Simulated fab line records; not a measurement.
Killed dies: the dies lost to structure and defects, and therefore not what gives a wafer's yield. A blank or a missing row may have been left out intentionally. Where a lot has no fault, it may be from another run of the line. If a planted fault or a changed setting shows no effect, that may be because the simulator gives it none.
A lot that was struck, set against a sound lot / flow nand-harc / 39 steps out of a route of 1159
Sound: these wafers, L202.2, L202.4, L202.6. Wafers L209.1, L209.4, L209.5 were the ones struck. The cause is given at the end.
Order at every step that has rows: each side's tool, ch and its chambers, its first start. Under that, the readings that differ: sound wafers / struck wafers / difference of the means / sigmas: that difference in standard deviations of wafers without a fault.
alike: a reading whose means differ by less than 2 such deviations, as well as words and numbers matching on both sides. not compared: withheld readings; readings where some wafer has no value; bounds like >300 that might hide an equal value; numbers whose values overlap and for which the record gives no deviation.
Wherever a step has rows on one side only, a row that says differs or no value, or a row with sigmas, the two part there. Numbers that have no deviation but don't overlap get no sigmas and don't part them. A reading missing from all wafers of one side parts the sides only when that side holds two or more wafers.

first, 1 step without rows for these wafers: NHARC_A_BONDPAD_HARDBAKE_10 (time 65 s).
NHARC_A_BONDPAD_DESCUM_11: chemistry O2, time 3 s.
  sound on rie-diel-11 ch 0,1,2, day 18 11:13; struck on rie-diel-03 ch 0,2,3, day 21 08:38
  alike: drypump-motor-current-A, o2-flow-sccm, oes-product-au, rf-vpp-V, showerhead-plenum-p-Torr, throttle-valve-pct
  not compared: rf-hours-counter-h
then, 2 steps without rows for these wafers: NHARC_A_BONDPAD_ETCH_34 (etches the open film in N2/H2, target depth 60 nm, overetch 18 nm, time 65.91 s); NHARC_A_BONDPAD_ETCH_12 (etches the open film in CHF3/O2, target depth 220 nm, time 110 s).
NHARC_A_BONDPAD_CD_MEAS_13:
  struck on cd-sem-01, day 21 09:06; sound on cd-sem-01, day 18 11:31
  alike: cd-nm
NHARC_A_BONDPAD_STRIP_15: strips in O2.
  sound on rie-diel-11 ch 0,1,2, day 18 11:38; struck on rie-diel-03 ch 0,2, day 21 09:11
  alike: drypump-motor-current-A, o2-flow-sccm, oes-product-au, rf-vpp-V, showerhead-plenum-p-Torr, throttle-valve-pct
  not compared: rf-hours-counter-h
NHARC_A_BONDPAD_ETCH_24: etches the open film in CF4/N2, target depth 30 nm, time 72.99 s.
  sound on rie-diel-11 ch 1,2,3; struck on rie-diel-03 ch 0,1,3
  alike: cf4-flow-sccm, drypump-motor-current-A, oes-product-au, rf-vpp-V, showerhead-plenum-p-Torr, throttle-valve-pct
  not compared: rf-hours-counter-h
then, 4 steps without rows for these wafers: NHARC_A_BONDPAD_STRIP_16 (strips in post etch residue remover, time 600 s); NHARC_A_BONDPAD_DEGAS_25 (time 60 s); NHARC_A_BONDPAD_PRE_CLEAN_26 (time 30 s); NHARC_A_BONDPAD_PVD_17 (deposits TaN, target thk 5 nm, time 8.06 s).
NHARC_A_BONDPAD_PVD_27: deposits Cu, target thk 30 nm, time 20.49 s.
  sound on pvd-sputter-03; struck on pvd-sputter-02
  alike: throttle-valve-pct
NHARC_A_BONDPAD_ECD_18: material Cu, target thk 400 nm.
  sound on ecd-cu-01 ch 0,1, day 18 12:36; struck on ecd-cu-01 ch 0,1, day 21 10:08
then, 1 step without rows for these wafers: NHARC_A_BONDPAD_ANNEAL_28 (time 90 s).
NHARC_A_BONDPAD_CMP_19: polishes, t overpolish 30 s, cu recess touch 16 s, target thk 169.8 nm.
  sound on cmp-04 ch 1,3, day 18 13:18; struck on cmp-04 ch 0,1,3, day 21 10:50
  alike: motor-current-A, overpolish-run-s
NHARC_A_BONDPAD_THK_MEAS_20: measures by xrf.
  struck on film-metro-02, day 21 11:08; sound on film-metro-02, day 18 13:35
  alike: thk-nm
then, 6 steps without rows for these wafers: NHARC_A_BONDPAD_SRD_21 (time 30 s, dry time 20 s); NHARC_HYBRID_BOND_ACTIVATE_00 (chemistry N2, time 60 s); NHARC_HYBRID_BOND_PRECLEAN_01 (cleans in DIW, time 300 s); NHARC_HYBRID_BOND_SRD_02 (time 30 s, dry time 20 s); NHARC_HYBRID_BOND_BOND_03; NHARC_HYBRID_BOND_ANNEAL_04 (time 7200 s).
NHARC_HYBRID_BOND_OVL_MEAS_05:
  struck on overlay-02, day 21 20:31; sound on overlay-01, day 19 04:25
  alike: overlay-x-nm, overlay-y-nm
then, 2 steps without rows for these wafers: NHARC_THIN_TSV_GRIND_00; NHARC_THIN_TSV_CMP_01 (polishes).
NHARC_THIN_TSV_THK_MEAS_02: measures by ir.
  struck on film-metro-02, day 21 22:14; sound on film-metro-01, day 19 06:08
  alike: thk-nm
then, 12 steps without rows for these wafers: NHARC_THIN_TSV_SRD_03; NHARC_THIN_TSV_PRECLEAN_41 (cleans in SC1); NHARC_THIN_TSV_SRD_42; NHARC_THIN_TSV_DEP_43 (deposits SiO2, target thk 1328.5 nm); NHARC_THIN_TSV_DEHYDRATE_04 (time 120 s); NHARC_THIN_TSV_HMDS_05 (time 30 s); NHARC_THIN_TSV_COAT_06; NHARC_THIN_TSV_SOFTBAKE_07 (time 95 s); NHARC_THIN_TSV_EBR_08; NHARC_THIN_TSV_EXPOSE_09 (exposes mask TSV); NHARC_THIN_TSV_PEB_10 (peb time 85 s); NHARC_THIN_TSV_DEVELOP_11 (time 70 s).
NHARC_END_SORT_01:
  only the struck wafers appear in the record here, on prober-02 ch 0 at day 22 14:07; the sound ones have no rows

## WHERE THEY PART
Only at NHARC_END_SORT_01, as far as this record shows.

WHY: what had been put in by the simulator
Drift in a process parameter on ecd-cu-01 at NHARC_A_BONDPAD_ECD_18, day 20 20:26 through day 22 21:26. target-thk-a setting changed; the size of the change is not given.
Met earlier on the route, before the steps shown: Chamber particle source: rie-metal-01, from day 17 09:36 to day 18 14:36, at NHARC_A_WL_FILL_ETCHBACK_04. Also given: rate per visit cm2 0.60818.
